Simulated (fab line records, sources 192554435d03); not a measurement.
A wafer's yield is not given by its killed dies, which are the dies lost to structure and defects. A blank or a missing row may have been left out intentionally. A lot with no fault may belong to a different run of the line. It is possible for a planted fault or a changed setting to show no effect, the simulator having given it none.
Split-lot study / flow n5Finfet / 21 wafers read across 7 lots, on a route 1938 steps long

== THE SPLIT ==
At N5_GATE_CUT_ETCH_37 (etches SOC in N2/H2, target depth 60 nm, overetch 12 nm, time 90 s), the setting biasW was moved away from the recipe's 150 W on 9 of the 21 wafers read, by -6.5% to +12.9%. The other wafers ran this setting at the recipe's value.

The reading is taken at the split's own step.

== THE READING ==
rfVppV, in V, at N5_GATE_CUT_ETCH_37 (etches SOC in N2/H2, target depth 60 nm, overetch 12 nm, time 90 s). Fault-free wafers of this fab line usually give 523.3 V, standard deviation 2.4 V.

wafer=L078.1; tool, chamber at the split=rieDiel-01, 3; biasW as run, W=140.3; against the recipe=-6.5%; rfVppV, V=503.6; against lot-mates on the recipe=-21.5
wafer=L078.4; tool, chamber at the split=rieDiel-01, 2; biasW as run, W=140.3; against the recipe=-6.5%; rfVppV, V=501.2; against lot-mates on the recipe=-23.9
wafer=L078.5; tool, chamber at the split=rieDiel-01, 3; biasW as run, W=150; against the recipe=recipe; rfVppV, V=525.1; against lot-mates on the recipe=-
wafer=L085.2; tool, chamber at the split=rieDiel-04, 2; biasW as run, W=150; against the recipe=recipe; rfVppV, V=523.5; against lot-mates on the recipe=-
wafer=L085.4; tool, chamber at the split=rieDiel-04, 1; biasW as run, W=150; against the recipe=recipe; rfVppV, V=519.8; against lot-mates on the recipe=-
wafer=L085.6; tool, chamber at the split=rieDiel-04, 3; biasW as run, W=150; against the recipe=recipe; rfVppV, V=518.3; against lot-mates on the recipe=-
wafer=L086.1; tool, chamber at the split=rieDiel-03, 2; biasW as run, W=150; against the recipe=recipe; rfVppV, V=525.9; against lot-mates on the recipe=-
wafer=L086.3; tool, chamber at the split=rieDiel-03, 3; biasW as run, W=150; against the recipe=recipe; rfVppV, V=524.1; against lot-mates on the recipe=-
wafer=L086.6; tool, chamber at the split=rieDiel-03, 0; biasW as run, W=150; against the recipe=recipe; rfVppV, V=521.8; against lot-mates on the recipe=-
wafer=L087.2; tool, chamber at the split=rieDiel-01, 3; biasW as run, W=150; against the recipe=recipe; rfVppV, V=526.7; against lot-mates on the recipe=-
wafer=L087.3; tool, chamber at the split=rieDiel-01, 2; biasW as run, W=167.1; against the recipe=+11.4%; rfVppV, V=557.6; against lot-mates on the recipe=+30.9
wafer=L087.6; tool, chamber at the split=rieDiel-01, 3; biasW as run, W=167.1; against the recipe=+11.4%; rfVppV, V=563.6; against lot-mates on the recipe=+36.9
wafer=L091.2; tool, chamber at the split=rieDiel-03, 1; biasW as run, W=169.4; against the recipe=+12.9%; rfVppV, V=566.1; against lot-mates on the recipe=+43.3
wafer=L091.3; tool, chamber at the split=rieDiel-03, 3; biasW as run, W=169.4; against the recipe=+12.9%; rfVppV, V=565.5; against lot-mates on the recipe=+42.7
wafer=L091.4; tool, chamber at the split=rieDiel-03, 0; biasW as run, W=150; against the recipe=recipe; rfVppV, V=522.8; against lot-mates on the recipe=-
wafer=L095.1; tool, chamber at the split=rieDiel-04, 2; biasW as run, W=142.4; against the recipe=-5.1%; rfVppV, V=507.2; against lot-mates on the recipe=-13.5
wafer=L095.2; tool, chamber at the split=rieDiel-04, 1; biasW as run, W=142.4; against the recipe=-5.1%; rfVppV, V=501.3; against lot-mates on the recipe=-19.4
wafer=L095.3; tool, chamber at the split=rieDiel-04, 3; biasW as run, W=150; against the recipe=recipe; rfVppV, V=520.7; against lot-mates on the recipe=-
wafer=L097.1; tool, chamber at the split=rieDiel-03, 3; biasW as run, W=150; against the recipe=recipe; rfVppV, V=522.7; against lot-mates on the recipe=-
wafer=L097.2; tool, chamber at the split=rieDiel-03, 0; biasW as run, W=150; against the recipe=recipe; rfVppV, V=523.8; against lot-mates on the recipe=-
wafer=L097.4; tool, chamber at the split=rieDiel-03, 2; biasW as run, W=162.2; against the recipe=+8.1%; rfVppV, V=551.3; against lot-mates on the recipe=+28.0

FIT RESULTS
A straight line over all 21 wafers: rfVppV changes by +3.34 V for each +1% of biasW; r = +0.99; the points scatter about the line by 2.5 V.
The same after taking each lot's own level away (the mean of its wafers on the recipe; 21 wafers): +3.25 V for each +1%; r = +0.99; scatter 2.2 V.
That fit puts the effect of the largest move of biasW on the reading at 42 V.
From 520.53 to 526.70 V: that is the span of the lots' own levels, equal to 2.6 times the standard deviation above.
So the lot-to-lot level changes the slope little: the two slopes agree.
Check: for one of the wafers moved furthest among these (+12.9%), held out of the fit, the line's prediction against its lot-mates is +41.3 V. Against them it came out at +43.3 V.
Tool readings at the split's step, against how far the setting was moved: rfVppV r = +0.99.

== ADDITIONAL SPLITS CARRIED BY THESE WAFERS ==
Other splits were also applied to these wafers ahead of the reading. Each is held against what the fit with the lots' levels taken away leaves over:
other split on the same wafers=N5_SD_EPI_P_COAT_35 spinRpm; wafers away from the commonest value=7; r with rfVppV (lot level and that fit taken away)=+0.15
other split on the same wafers=N5_SDB_STRIP_22 powerW; wafers away from the commonest value=12; r with rfVppV (lot level and that fit taken away)=-0.23
other split on the same wafers=N5_GATE_CUT_DESCUM_18 timeS; wafers away from the commonest value=9; r with rfVppV (lot level and that fit taken away)=+0.02

== THE WHOLE CHAIN: every reading that the file lists as answering this split, in the file's order ==
step=N5_GATE_CUT_ETCH_37; what it does=etches SOC in N2/H2, target depth 60 nm, overetch 12 nm, time 90 s; reading=rfVppV; change (the file's fit)=+3.25 V for each +1% of the setting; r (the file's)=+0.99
step=N5_GATE_CUT_ETCH_37; what it does=etches SOC in N2/H2, target depth 60 nm, overetch 12 nm, time 90 s; reading=SiARC_of_GATE_CUT_COAT_35.thkNm (the simulator's own value, which no gauge read); change (the file's fit)=-0.0506 nm for each +1% of the setting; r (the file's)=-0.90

== THE FILE'S OWN FIT ==
rfVppV changes by +3.25 V for each +1% of biasW, r = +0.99.
